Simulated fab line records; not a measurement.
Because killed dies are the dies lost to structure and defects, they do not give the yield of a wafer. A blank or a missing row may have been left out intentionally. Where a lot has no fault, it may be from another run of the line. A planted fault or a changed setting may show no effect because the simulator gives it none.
fab line records | flow n5-finfet
record lots=3 | wafers=9 | last-day=19
route steps=1938 shown PMOS_HMC_CHANNEL_EPI@83 FIN_SAQP@90 FIN_CUT@165 BEOL_M4@1111 PASSIVATION@1936
lots untouched by any fault: they come from a run of this same line in which no faults occurred
start-h: hours from the record's opening day to when the first of the lot's shown wafers began | wait-h: hours elapsed since this lot's preceding step | " repeats the value in the row above | L1.1+2: a row that stands for several wafers | - value missing, or start not given | * or withheld: withheld | < > ~ a bound
route shown NAME@n: names a module that has steps shown in the file, with the first one's number in the route | usual: average and standard deviation across the fault-free wafers | same: alike in all rows | chamber/n: place in a boat | sites: per-site readings | _std_site: the values' standard deviation | _edge_site: outer sites' mean less inner sites' | radius-mm: how far each site lies from the wafer's centre | mask NAME#n: copy n | behind: the most recent tool/chamber to have shaped the wafer | hold: cause of the lot's hold/its duration in hours/its outcome | device: names the non-switching transistor (n, p or np) | end of line: at the end of the route, the tests of the same wafers | a step without rows: its recipe alone | killed: the dies lost at the first sort to structure and to defects; this is not the yield of the wafer | map: a wafer's dies, x killed, . not, _ none there
set.NAME: setting as actually run; set.NAME@STEP: the setting as run at that earlier step | model.NAME: the simulator's own value behind a step, which no gauge read
a table for each step, a row for each wafer; lots at some steps of the route
services: the hour from which a tool's chamber was out of use, counted from the record's first day as start-h (under 0 if before that day), plus the number of hours and why
## steps
# step N5_PMOS_HMC_CHANNEL_EPI_PRECLEAN_40
# recipe chemistry=DHF | time-s=30 | temp-c=25 | dilution=withheld
# step N5_PMOS_HMC_CHANNEL_EPI_PRECLEAN_37
# recipe chemistry=O3/DIW | time-s=45 | temp-c=22 | o3-ppm=10
# step N5_PMOS_HMC_CHANNEL_EPI_PRECLEAN_24
# recipe chemistry=DHF | time-s=30 | temp-c=25 | dilution=withheld
# step N5_PMOS_HMC_CHANNEL_EPI_SRD_25
# recipe dry=ipa-marangoni | do-ppb=5 | time-s=30 | temp-c=23 | rinse-liquid=diw
# step N5_PMOS_HMC_CHANNEL_EPI_EPI_26
# recipe material=Si | target-thk-a=38 | temp-c=650 | precursor=SiH4/H2 | pressure-torr=20 | time-s=22.7
# step N5_FIN_SAQP_PRECLEAN_42
# recipe chemistry=O3/DIW | time-s=60 | temp-c=22 | o3-ppm=10
# step N5_FIN_SAQP_PRECLEAN_00
# recipe chemistry=SC1 | time-s=60 | temp-c=55 | mix=1:2:50
# step N5_FIN_SAQP_PRECLEAN_44
# recipe chemistry=SC2 | time-s=45 | temp-c=35 | mix=1:1:50
# step N5_FIN_SAQP_SRD_01
# recipe dry=ipa-marangoni | time-s=30 | temp-c=23 | rinse-liquid=diw
# step N5_FIN_SAQP_ALD_61
# recipe material=SiO2 | target-thk-a=40 | temp-c=300 | ald-precursor-family=BDEAS | ald-co-reactant=O2-plasma | pulse-time-s=1 | purge-time-s=2 | co-reactant-purge-time-s=2 | ald-cycles=43 | pressure-torr=2
# usual heater-power-w=486/39 | precursor-pulse-height-rel=1.002/0.019
lot.wafer | tool       | chamber | start-h | wait-h | heater-power-w | precursor-pulse-height-rel
L381.3    | ald-sin-02 | 2       | 33.07   | 0.4    | 542            | 1.008
L381.4    | "          | 3       | "       | "      | 516            | 0.988
L381.5    | "          | 2       | "       | "      | 532            | 0.982
L392.1    | ald-sin-02 | 0       | 99.15   | 0.8    | 439            | 0.984
L392.3    | "          | 2       | "       | "      | 544            | 1.003
L392.4    | "          | 3       | "       | "      | 505            | 1.007
L402.2    | ald-sin-01 | 2       | 158.26  | 0.0    | 475            | 1.016
L402.4    | "          | 0       | "       | "      | 466            | 1.028
L402.5    | "          | 0       | "       | "      | 449            | 0.991
# step N5_FIN_SAQP_DENSIFY_62
# recipe temp-c=700 | time-s=60 | ambient=N2 | idle-temp-c=600 | ramp-up-c-per-s=150 | ramp-down-c-per-s=60 | cool-to-c=600
# step N5_FIN_SAQP_HM_DEP_03
# recipe material=SiNx | target-thk-a=380 | temp-c=400 | precursor=SiH4/NH3/N2 | pressure-torr=1.5 | rf-w=300 | time-s=33.6
# step N5_FIN_SAQP_PECVD_47
# recipe material=a-Si | target-thk-a=450 | temp-c=400 | precursor=SiH4/He | pressure-torr=3 | rf-w=100 | time-s=36.3
# step N5_FIN_SAQP_PECVD_48
# recipe material=SiNx | target-thk-a=250 | temp-c=400 | precursor=SiH4/NH3/N2 | pressure-torr=1.5 | rf-w=300 | time-s=22.1
# step N5_FIN_SAQP_PECVD_06
# recipe material=a-Si | target-thk-a=600 | temp-c=400 | precursor=SiH4/He | pressure-torr=3 | rf-w=100 | time-s=48.1
# step N5_FIN_SAQP_HM_DEP_72
# recipe material=SiO2 | target-thk-a=120 | temp-c=400 | precursor=SiH4/N2O | pressure-torr=0.75 | rf-w=275 | time-s=7.2
# step N5_FIN_SAQP_COAT_49
# recipe resist=SOC | temp-c=250 | time-s=60 | spin-rpm=1500 | resist-thk-nm=100
# step N5_FIN_SAQP_COAT_50
# recipe resist=SiARC | temp-c=220 | time-s=60 | spin-rpm=1500 | resist-thk-nm=35
# step N5_FIN_SAQP_COAT_10
# recipe resist=CAR-ArF | spin-rpm=1500 | resist-thk-nm=90
# step N5_FIN_SAQP_EBR_12
# recipe solvent=PGMEA | ebr-width-mm=1.5
# step N5_FIN_SAQP_SOFTBAKE_11
# recipe temp-c=110 | time-s=60 | resist=CAR-ArF
# step N5_FIN_SAQP_EXPOSE_13
# recipe mask-id=FIN_CORE | na=1.35 | source-shape=dipole | sigma-inner=0.538 | sigma-outer=0.738 | polarization=te | target-cd-nm=35.6 | dose-mj=63.25
# step N5_FIN_SAQP_PEB_14
# recipe peb-temp-c=withheld | peb-time-s=60 | resist=CAR-ArF
# step N5_FIN_SAQP_DEVELOP_15
# recipe develop-time-s=30 | developer=TMAH | resist=CAR-ArF | dev-temp-c=23 | rinse-liquid=diw | dry=air-spin
# step N5_FIN_SAQP_INSPECT_18
# recipe mode=adi | inspect-instrument=brightfield
# usual raw-defect-count=454/110
lot.wafer | tool              | chamber | start-h | wait-h | raw-defect-count
L381.3    | defect-inspect-02 | -       | 34.35   | 0.0    | 419
L381.4    | "                 | -       | "       | "      | 368
L381.5    | "                 | -       | "       | "      | 387
L392.1    | defect-inspect-02 | -       | 100.44  | 0.0    | 516
L392.3    | "                 | -       | "       | "      | 528
L392.4    | "                 | -       | "       | "      | 800
L402.2    | defect-inspect-01 | -       | 159.44  | 0.0    | 328
L402.4    | "                 | -       | "       | "      | 361
L402.5    | "                 | -       | "       | "      | 576
# step N5_FIN_SAQP_DESCUM_21
# recipe chemistry=O2 | time-s=7.9 | source-power-w=50 | bias-power-w=20 | pressure-mtorr=20 | rf-frequency-hz=2.712e+07 | temp-c=40 | resist=CAR-ArF | o2-flow-sccm=225
# step N5_FIN_SAQP_ETCH_51
# recipe chemistry=CF4 | target=SiARC | target-depth-a=455 | mask-material=CAR-ArF | time-s=75.8 | ion-energy-ev=80 | pressure-mtorr=40 | source-w=545 | bias-w=36 | Ar_flow_sccm=100 | cf4-flow-sccm=100 | ends=cleared
# step N5_FIN_SAQP_ETCH_52
# recipe chemistry=N2/H2 | target=SOC | target-depth-a=1000 | overetch-a=200 | mask-material=SiARC | temp-c=40 | time-s=150 | ion-energy-ev=200 | pressure-mtorr=30 | source-w=840 | bias-w=150 | n2-flow-sccm=200 | h2-flow-sccm=200 | ends=end-point
# step N5_FIN_SAQP_STRIP_53
# recipe chemistry=N2/H2 | temp-c=40 | n2-flow-sccm=200 | h2-flow-sccm=200 | rf-frequency-hz=6e+07
# step N5_FIN_SAQP_HM_OPEN_73
# recipe chemistry=CHF3/O2 | target=SiO2 | stop-on=a-Si | target-depth-a=120 | over-etch-frac=1.8 | mask-material=SOC | time-s=16.8 | pressure-mtorr=30 | source-w=650 | bias-w=170 | Ar_flow_sccm=200 | CHF3_flow_sccm=50 | O2_flow_sccm=5 | ion-energy-ev=200 | ends=end-point
# step N5_FIN_SAQP_STRIP_74
# recipe chemistry=CHF3/O2 | resist=SiARC | rf-frequency-hz=6e+07
# step N5_FIN_SAQP_MANDREL_ETCH_22
# recipe target-depth-a=600 | chemistry=HBr/Cl2 | target=a-Si | stop-on=SiNx | bt-time-s=10 | over-etch-frac=0.5 | time-s=30 | pressure-mtorr=10 | icp-w=800 | bias-w=75 | HBr_flow_sccm=150 | Cl2_flow_sccm=80 | ends=end-point
# step N5_FIN_SAQP_STRIP_55
# recipe chemistry=N2/H2 | power-w=500 | temp-c=40 | pressure-mtorr=50 | rf-frequency-hz=6e+07 | overash-fraction=0.3 | bias-power-w=28 | h2-frac=0.5 | n2-flow-sccm=300 | h2-flow-sccm=300
# step N5_FIN_SAQP_STRIP_23
# recipe chemistry=SPM | time-s=750 | temp-c=130 | h2so4-h2o2-vol-ratio=4
# step N5_FIN_SAQP_SRD_66
# recipe dry=ipa-marangoni | time-s=30 | temp-c=23 | rinse-liquid=diw
# step N5_FIN_SAQP_INSPECT_40
# recipe inspect-instrument=brightfield | mode=aei
# usual raw-defect-count=251/81
lot.wafer | tool              | chamber | start-h | wait-h | raw-defect-count
L381.3    | defect-inspect-01 | -       | 38.79   | 0.0    | 149
L381.4    | "                 | -       | "       | "      | 145
L381.5    | "                 | -       | "       | "      | 150
L392.1    | defect-inspect-02 | -       | 105.51  | 0.0    | 436
L392.3    | "                 | -       | "       | "      | 318
L392.4    | "                 | -       | "       | "      | 555
L402.2    | defect-inspect-02 | -       | 164.15  | 0.0    | 237
L402.4    | "                 | -       | "       | "      | 222
L402.5    | "                 | -       | "       | "      | 204
# step N5_FIN_CUT_INSPECT_10
# recipe mode=adi | inspect-instrument=brightfield
# usual raw-defect-count=47/15
lot.wafer | tool              | chamber | start-h | wait-h | raw-defect-count
L381.3    | defect-inspect-02 | -       | 39.19   | 0.0    | 30
L381.4    | "                 | -       | "       | "      | 30
L381.5    | "                 | -       | "       | "      | 31
L392.1    | defect-inspect-02 | -       | 106.94  | 0.1    | 72
L392.3    | "                 | -       | "       | "      | 57
L392.4    | "                 | -       | "       | "      | 330
L402.2    | defect-inspect-01 | -       | 164.67  | 0.0    | 56
L402.4    | "                 | -       | "       | "      | 41
L402.5    | "                 | -       | "       | "      | 49
# step N5_FIN_CUT_INSPECT_17
# recipe inspect-instrument=brightfield | mode=aei
# usual raw-defect-count=254/82
lot.wafer | tool              | chamber | start-h | wait-h | raw-defect-count
L381.3    | defect-inspect-01 | -       | 40.79   | 0.0    | 151
L381.4    | "                 | -       | "       | "      | 153
L381.5    | "                 | -       | "       | "      | 148
L392.1    | defect-inspect-01 | -       | 108.00  | 0.0    | 448
L392.3    | "                 | -       | "       | "      | 316
L392.4    | "                 | -       | "       | "      | 567
L402.2    | defect-inspect-01 | -       | 165.75  | 0.0    | 239
L402.4    | "                 | -       | "       | "      | 234
L402.5    | "                 | -       | "       | "      | 207
# step N5_BEOL_M4_RC_MEAS_101
# usual DIBL_N=36.0/1.6 | DIBL_P=35.8/2 | IOFF_N=0.152/0.03 | IOFF_P=0.20/0.031 | ION_N=670/12 | ION_P=459/7.4 | SS_N=71.5/0.56 | SS_P=73.2/0.64 | VT_N=251/3.5 | VT_P=-252/3.3
lot.wafer | tool      | chamber | start-h | wait-h | DIBL_N[mV/V] | DIBL_P[mV/V] | IOFF_N[nA/um] | IOFF_P[nA/um] | ION_N[uA/um] | ION_P[uA/um] | SS_N[mV/dec] | SS_P[mV/dec] | VT_N[mV] | VT_P[mV]
L381.3    | prober-02 | 0       | 206.24  | 0.3    | 36.2         | 35.8         | 0.151         | 0.18          | 681          | 468          | 71.5         | 73.4         | 250      | -251
L381.4    | "         | 0       | "       | "      | 38.0         | 37.8         | 0.177         | 0.21          | 671          | 458          | 71.3         | 73.9         | 249      | -250
L381.5    | "         | 0       | "       | "      | 33.7         | 33.6         | 0.120         | 0.16          | 676          | 465          | 70.2         | 73.0         | 254      | -250
L392.1    | prober-02 | 0       | 262.11  | 0.0    | 35.1         | 35.8         | 0.133         | 0.18          | 669          | 455          | 71.4         | 72.8         | 252      | -254
L392.3    | "         | 0       | "       | "      | 38.1         | 39.6         | 0.190         | 0.22          | 668          | 454          | 72.8         | 73.3         | 247      | -250
L392.4    | "         | 0       | "       | "      | 37.1         | 39.3         | 0.179         | 0.23          | 684          | 470          | 71.6         | 72.8         | 247      | -251
L402.2    | prober-02 | 0       | 347.50  | 0.2    | 35.4         | 35.4         | 0.139         | 0.17          | 673          | 456          | 71.5         | 73.4         | 251      | -254
L402.4    | "         | 0       | "       | "      | 36.3         | 36.9         | 0.164         | 0.20          | 669          | 458          | 72.8         | 73.4         | 249      | -254
L402.5    | "         | 0       | "       | "      | 34.5         | 35.0         | 0.131         | 0.18          | 656          | 457          | 71.9         | 72.6         | 251      | -253
# step N5_PASSIVATION_PROBE_49
# usual defect-limited-yield=91.6/1.4 | killed_at_M0_to_M3=33/10 | killed_at_M4_up=13/5.3 | killed-at-contacts=13/5.9 | killed-at-front-end=36/12 | killed-at-other=4/3.1 | killed-dies=99/16 | killed-on-rim=13/4.2 | killed-open=65/13 | killed-short=32/7.3 | sort_bin_5_function=4.9/0.9 | sort_bin_6_memory=3.1/0.66 | sort-n-pass=1081/17 | sort-yield-pct=91.6/1.4
# same gross-dies=1180 | killed-at-back-side=0 | sort_bin_4_leakage[%]=0 | sort_bin_8_speed[%]=0
lot.wafer | tool      | chamber | start-h | wait-h | defect-limited-yield[%] | killed_at_M0_to_M3 | killed_at_M4_up | killed-at-contacts | killed-at-front-end | killed-at-other | killed-dies | killed-on-rim | killed-open | killed-short | sort_bin_5_function[%] | sort_bin_6_memory[%] | sort-n-pass | sort-yield-pct[%]
L381.3    | prober-01 | -       | 317.50  | 0.1    | 90.8                    | 50                 | 15              | 21                 | 19                  | 4               | 109         | 19            | 69          | 40           | 5.0                    | 3.9                  | 1071        | 90.8
L381.4    | prober-01 | -       | 317.55  | 0.2    | 91.5                    | 44                 | 10              | 22                 | 22                  | 2               | 100         | 15            | 65          | 34           | 4.4                    | 3.7                  | 1080        | 91.5
L381.5    | prober-01 | -       | 317.60  | 0.2    | 89.3                    | 60                 | 17              | 18                 | 30                  | 1               | 126         | 8             | 80          | 45           | 5.8                    | 4.2                  | 1054        | 89.3
L392.1    | prober-02 | -       | 365.92  | 0.0    | 89.8                    | 26                 | 23              | 23                 | 45                  | 3               | 120         | 16            | 78          | 39           | 6.1                    | 3.9                  | 1060        | 89.8
L392.3    | prober-02 | -       | 366.02  | 0.1    | 92.5                    | 38                 | 14              | 18                 | 16                  | 2               | 88          | 13            | 56          | 30           | 4.8                    | 2.5                  | 1092        | 92.5
L392.4    | prober-02 | -       | 366.07  | 0.2    | 83.1                    | 35                 | 18              | 24                 | 121                 | 2               | 200         | 28            | 87          | 21           | 11.0                   | 4.2                  | 980         | 83.1
L402.2    | prober-01 | -       | 447.81  | 0.1    | 91.6                    | 50                 | 12              | 12                 | 20                  | 5               | 99          | 11            | 67          | 28           | 5.4                    | 2.4                  | 1081        | 91.6
L402.4    | prober-01 | -       | 447.91  | 0.2    | 91.7                    | 30                 | 16              | 29                 | 17                  | 6               | 98          | 11            | 73          | 24           | 4.7                    | 3.5                  | 1082        | 91.7
L402.5    | prober-01 | -       | 447.96  | 0.2    | 93.0                    | 29                 | 17              | 16                 | 17                  | 4               | 83          | 7             | 68          | 15           | 4.3                    | 2.7                  | 1097        | 93.0
# killed by level:class
L381.3 MOL_CONTACT_COAG:geometric-particle:open=18 BEOL_M0_SAQP:geometric-particle:open=16 BEOL_M0_SAQP:geometric-particle:short=10 BEOL_M1:geometric-particle:short=8 BEOL_M1:geometric-particle:open=8 BEOL_M4:geometric-particle:open=8 FIN_SAQP:geometric-particle:short=5 BEOL_M2:geometric-particle:open=5
L381.4 MOL_CONTACT_COAG:geometric-particle:open=16 BEOL_M0_SAQP:geometric-particle:open=12 BEOL_M0_SAQP:geometric-particle:short=10 BEOL_M1:geometric-particle:open=8 BEOL_M2:geometric-particle:open=6 MOL_CONTACT_COAG:geometric-particle:short=6 GATE_CUT:geometric-particle:short=4 BEOL_M4:geometric-particle:open=4
L381.5 BEOL_M0_SAQP:geometric-particle:open=27 BEOL_M0_SAQP:geometric-particle:short=16 MOL_CONTACT_COAG:geometric-particle:open=13 FIN_SAQP:geometric-particle:short=7 BEOL_M2:geometric-particle:open=6 MOL_CONTACT_COAG:geometric-particle:short=5 BEOL_M4:geometric-particle:open=5 GATE_CUT:geometric-particle:short=4
L392.1 MOL_CONTACT_COAG:geometric-particle:open=17 BEOL_M3:geometric-particle:open=16 BEOL_M4:geometric-particle:open=14 FIN_SAQP:geometric-particle:short=12 DUMMY_GATE:geometric-particle:open=6 GATE_CUT:geometric-particle:short=6 FIN_SAQP:geometric-particle:open=5 STI_FIN_REVEAL:geometric-particle:open=4
L392.3 BEOL_M3:geometric-particle:open=17 MOL_CONTACT_COAG:geometric-particle:open=12 BEOL_M0_SAQP:geometric-particle:short=8 BEOL_M4:geometric-particle:open=6 STI_FIN_REVEAL:geometric-particle:open=5 MOL_CONTACT_COAG:geometric-particle:short=5 BEOL_M3:geometric-particle:short=5 FIN_SAQP:geometric-particle:short=3
L392.4 FIN_SAQP:unspecified=73 MOL_CONTACT_COAG:geometric-particle:open=21 BEOL_M3:geometric-particle:open=21 HKMG_FIN:area-etch=13 FIN_SAQP:geometric-particle:open=7 BEOL_M4:geometric-particle:open=7 FIN_SAQP:geometric-particle:short=5 STI_FIN_REVEAL:geometric-particle:open=5
L402.2 MOL_CONTACT_COAG:geometric-particle:open=11 BEOL_M3:geometric-particle:open=11 BEOL_M0_SAQP:geometric-particle:short=9 BEOL_M1:geometric-particle:open=7 BEOL_M2:geometric-particle:open=7 FIN_SAQP:geometric-particle:open=6 BEOL_M0_SAQP:geometric-particle:open=5 GATE_CUT:geometric-particle:short=3
L402.4 MOL_CONTACT_COAG:geometric-particle:open=23 BEOL_M2:geometric-particle:open=10 BEOL_M4:geometric-particle:open=7 MOL_CONTACT_COAG:geometric-particle:short=6 BEOL_M3:geometric-particle:open=6 DUMMY_GATE:geometric-particle:open=5 DUMMY_GATE:geometric-particle:short=4 PASS1_CAP:geometric-particle:open=4
L402.5 MOL_CONTACT_COAG:geometric-particle:open=13 BEOL_M4:geometric-particle:open=10 BEOL_M0_SAQP:geometric-particle:open=8 STI_FIN_REVEAL:geometric-particle:open=6 BEOL_M3:geometric-particle:open=6 BEOL_M0_SAQP:geometric-particle:short=5 BEOL_M5:geometric-particle:open=5 GATE_CUT:geometric-particle:open=3
# map L392.4 (x killed, . not)
_________________.........x..________________
______________..........x......._____________
___________.....xx........x..x.....__________
__________.....x........x..........._________
________................x.x..........._______
_______.x.xx......x.......x........x...______
______...............x.................._____
_____......x.......x..x..................____
____...................xxx...xx.x.x.......___
___.........x..................x.....x.....__
___x.........x....x.x........x..........x.x__
__........x....x.x..x.....................x._
__......x..........x.......x............xx.._
_...........x.x.xx.x..xx...........x.....xxx.
_..x.x.............x....x....x...............
_...x........x.....x.............xxx.........
_.............................x.......x..x..x
_...............x.x.....x.x.x...............x
_xx.....x.......xx................x.xx.......
_.x........x.x..............x...x..x.........
_..x............x................x.x.........
__...............x.........................._
__...........x.......x................x....._
___......x..........................x......__
___........x..x.x...x..x.....x.............__
____...................x..x...............___
_____.........x........xxxx..x..x.x......____
______..x............x...xxx.xxxx.x..x.x_____
_______...............xxxxxxxxxx.......______
________...........x....xxxxxxxx...x.._______
__________.....xxx.x.xx.xxxxxxxx.xxx_________
___________..........xxxxxxxxxxx.xx__________
______________.......xxxxxxxxxxx_____________
_________________...x.xxxxxxx________________
# map L381.5 (x killed, . not)
_________________............________________
______________............x....x_____________
___________..x...x...x......x......__________
__________.....................x...._________
________.................x..........x._______
_______............x..............x....______
______....x.......x....................._____
_____..........x....................x....____
____......................x........x.x....___
___........................x......xx.....x.__
___..x......xx.x......x....x...........x...__
__..x..........x...........x.............x.._
__..x..xxx.........x............x...x....x.._
_..x..x...............x.xx...........x.xxx...
_.......................x....x..x............
_..x.........xx.x....x.....x.......x.xx......
_...........x.......x....x.............x...x.
_.....x.........x....x...............x.......
_..........x.x.......................x.......
_..........x.............xxx..............x..
_.....x.......x.x...........x......x....x....
__...........x....x....xx..x..........x....._
__......x..x...........................x...._
___.......x..x.....x...x.................x.__
___x..............x.....x..x........xx.....__
____...............x..x...........x...x...___
_____.......................x.....x......____
______........................x........._____
_______............x..............x....______
________.x...........................x_______
__________...x..........xx....x....._________
___________.....x...x.x......x.....__________
______________........x........x_____________
_________________............________________
## services
tool       | chamber | start-h | hours | kind
ald-sin-01 | 3       | 37.52   | 8.8   | repair
ald-sin-01 | -       | 54.47   | 0.6   | repair
ald-sin-01 | -       | 67.08   | 14.6  | pm
ald-sin-01 | 1       | 82.93   | 7.7   | repair
ald-sin-01 | 3       | 91.63   | 6.6   | repair
ald-sin-02 | -       | 106.72  | 1.6   | repair
## key
first-sign step=N5_FIN_SAQP_INSPECT_18 | reading=raw-defect-count | direction=up | sigmas=3.2 | usual=454 | struck=800
effect step=N5_FIN_SAQP_INSPECT_40 | reading=raw-defect-count | direction=up | sigmas=3.7 | usual=251 | struck=555
effect step=N5_FIN_CUT_INSPECT_10 | reading=raw-defect-count | direction=up | sigmas=19 | usual=47 | struck=330
effect step=N5_FIN_CUT_INSPECT_17 | reading=raw-defect-count | direction=up | sigmas=3.8 | usual=254 | struck=567
effect step=N5_PASSIVATION_PROBE_49 | reading=killed-at-front-end | direction=up | sigmas=7.2 | usual=36 | struck=121
more-kills-born-at N5_FIN_SAQP_ALD_61@ald-sin-02=72
met-at N5_FIN_SAQP_ALD_61
struck-wafers L392.4
baseline-loss step=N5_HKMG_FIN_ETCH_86 | wafers=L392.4
onset-between 33.07 99.15
fault kind=chamber-particle-source | tool=ald-sin-02 | chamber=3 | onset-h=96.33 | steps=N5_FIN_SAQP_ALD_61 | rate-per-visit-cm2=0.41765 | end-h=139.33
# baseline-loss: these wafers lose ten dies or more at that step, a loss of the line's own and not of a fault; the sort's usual values leave them out
